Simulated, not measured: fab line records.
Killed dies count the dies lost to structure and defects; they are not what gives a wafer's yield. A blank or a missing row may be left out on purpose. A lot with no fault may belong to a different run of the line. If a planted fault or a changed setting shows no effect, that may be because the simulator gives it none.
Check of tool commonality | flow nandHarc | 11 lots and 33 wafers in the sample

== REASON FOR OPENING ==
On 2 of the 11 lots, a flag is raised at NHARC_A_M0_CD_MEAS_09 on the reading cdNm. Fault-free wafers read 79.9 nm, with a standard deviation of 0.55.
Rule: a lot gets a flag if all its wafers with a number sit over 4 standard deviations from that mean, or if no wafer of it has a number. The rest of the lots are taken to be sound.

lot  | measured     | on       | cdNm (nm), wafer by wafer | flag
L868 | day 22 16:06 | cdSem-03 | 80.4 79.6 79.8            | 
L869 | day 22 19:12 | cdSem-02 | 79.7 79.8 79.8            | 
L870 | day 23 05:44 | cdSem-03 | 79.5 79.1 79.5            | 
L871 | day 24 10:18 | cdSem-03 | 80.2 79.8 80.5            | 
L873 | day 24 12:33 | cdSem-03 | 78.7 78.6 79.9            | 
L874 | day 25 06:01 | cdSem-03 | 79.8 79.4 80.4            | 
L880 | day 27 14:47 | cdSem-03 | 74.0 74.6 73.4            | FLAGGED
L884 | day 29 10:07 | cdSem-03 | 76.7 76.6 76.4            | FLAGGED
L887 | day 30 01:38 | cdSem-02 | 80.5 80.9 79.9            | 
L888 | day 30 18:01 | cdSem-01 | 79.7 80.7 80.3            | 
L891 | day 31 14:34 | cdSem-01 | 79.3 79.5 79.3            | 
The numbers of the flagged lots are 75.3 nm on average: -4.6 nm against the usual, or -8 standard deviations.

== LOT BY LOT: THE TOOL USED ==
The record holds 2 process steps before the reading, out of a route of 1302 steps. Each cell gives the tool, then ch followed by the chambers the sampled wafers passed through, then the start.
lot  | flag    | NHARC_A_BLC_CVD_24                      | NHARC_A_M0_EXPOSE_06
L868 |         | cvdW-02 ch 1, day 22 15:58 or earlier   | arfiScanner-01 ch 0, day 22 15:58
L869 |         | cvdW-02 ch 0,1, day 22 19:04 or earlier | arfiScanner-02 ch 0, day 22 19:04
L870 |         | cvdW-02 ch 0,1, day 23 05:35 or earlier | arfiScanner-01 ch 0, day 23 05:35
L871 |         | cvdW-02 ch 0, day 24 10:10 or earlier   | arfiScanner-02 ch 0, day 24 10:10
L873 |         | cvdW-01 ch 0,1, day 24 12:25 or earlier | arfiScanner-02 ch 0, day 24 12:25
L874 |         | cvdW-01 ch 0,1, day 25 05:52 or earlier | arfiScanner-02 ch 0, day 25 05:52
L880 | FLAGGED | cvdW-02 ch 0,1, day 27 14:40 or earlier | arfiScanner-02 ch 0, day 27 14:40
L884 | FLAGGED | cvdW-01 ch 0,1, day 29 09:59 or earlier | arfiScanner-02 ch 0, day 29 09:59
L887 |         | cvdW-01 ch 0, day 30 01:29 or earlier   | arfiScanner-01 ch 0, day 30 01:29
L888 |         | cvdW-02 ch 0,1, day 30 17:53 or earlier | arfiScanner-01 ch 0, day 30 17:53
L891 |         | cvdW-02 ch 0,1, day 31 14:26 or earlier | arfiScanner-03 ch 0, day 31 14:26
What the steps here do:
- NHARC_A_BLC_CVD_24: deposits W, target thk 150 nm, time 434 s.
- NHARC_A_M0_EXPOSE_06: exposes mask A M0, target cd 80 nm.
- NHARC_A_M0_CD_MEAS_09: target cd 80 nm.

== FLAGGED AGAINST TOTAL, ONE TOOL AT A TIME (gauges that did the reading follow at the end) ==
step                  | tool           | lots run | flagged | share of the flagged lots | sound lots run after its first flagged lot
NHARC_A_BLC_CVD_24    | cvdW-01        | 4        | 1       | some                      | 1 (L887)
NHARC_A_BLC_CVD_24    | cvdW-02        | 7        | 1       | some                      | 2 (L888,L891)
NHARC_A_M0_EXPOSE_06  | arfiScanner-01 | 4        | 0       | none                      | -
NHARC_A_M0_EXPOSE_06  | arfiScanner-02 | 6        | 2       | all                       | 0
NHARC_A_M0_EXPOSE_06  | arfiScanner-03 | 1        | 0       | none                      | -
NHARC_A_M0_CD_MEAS_09 | cdSem-01       | 2        | 0       | none                      | -
NHARC_A_M0_CD_MEAS_09 | cdSem-02       | 2        | 0       | none                      | -
NHARC_A_M0_CD_MEAS_09 | cdSem-03       | 7        | 2       | all                       | 0
Because NHARC_A_BLC_CVD_24 lacks a start for some lots, the hours and order of its lots are taken from NHARC_A_M0_EXPOSE_06.

== WHAT THE TABLE ALLOWS ==
In 2 table rows, all flagged lots were run: arfiScanner-02 (NHARC_A_M0_EXPOSE_06), cdSem-03 (NHARC_A_M0_CD_MEAS_09).
- arfiScanner-02 at NHARC_A_M0_EXPOSE_06 ran 6 lots, 2 of them flagged. Its last sound lot is L874 (day 25 05:52), its first flagged lot L880 (day 27 14:40): a fault that began between those two fits. Its own readings lie more than 4 standard deviations out on every wafer of the flagged lots: exposureDoseMJCm2.
- cdSem-03 at NHARC_A_M0_CD_MEAS_09 ran 7 lots, 2 of them flagged. Its last sound lot is L874 (day 25 06:01), its first flagged lot L880 (day 27 14:47): a fault that began between those two fits.
A lot count leaves these 2 tools indistinguishable: every one of them fits a fault beginning at some hour. More lots, or a look at what each step does to the wafer, might.

== WHAT WAS PUT IN BY THE SIMULATOR ==
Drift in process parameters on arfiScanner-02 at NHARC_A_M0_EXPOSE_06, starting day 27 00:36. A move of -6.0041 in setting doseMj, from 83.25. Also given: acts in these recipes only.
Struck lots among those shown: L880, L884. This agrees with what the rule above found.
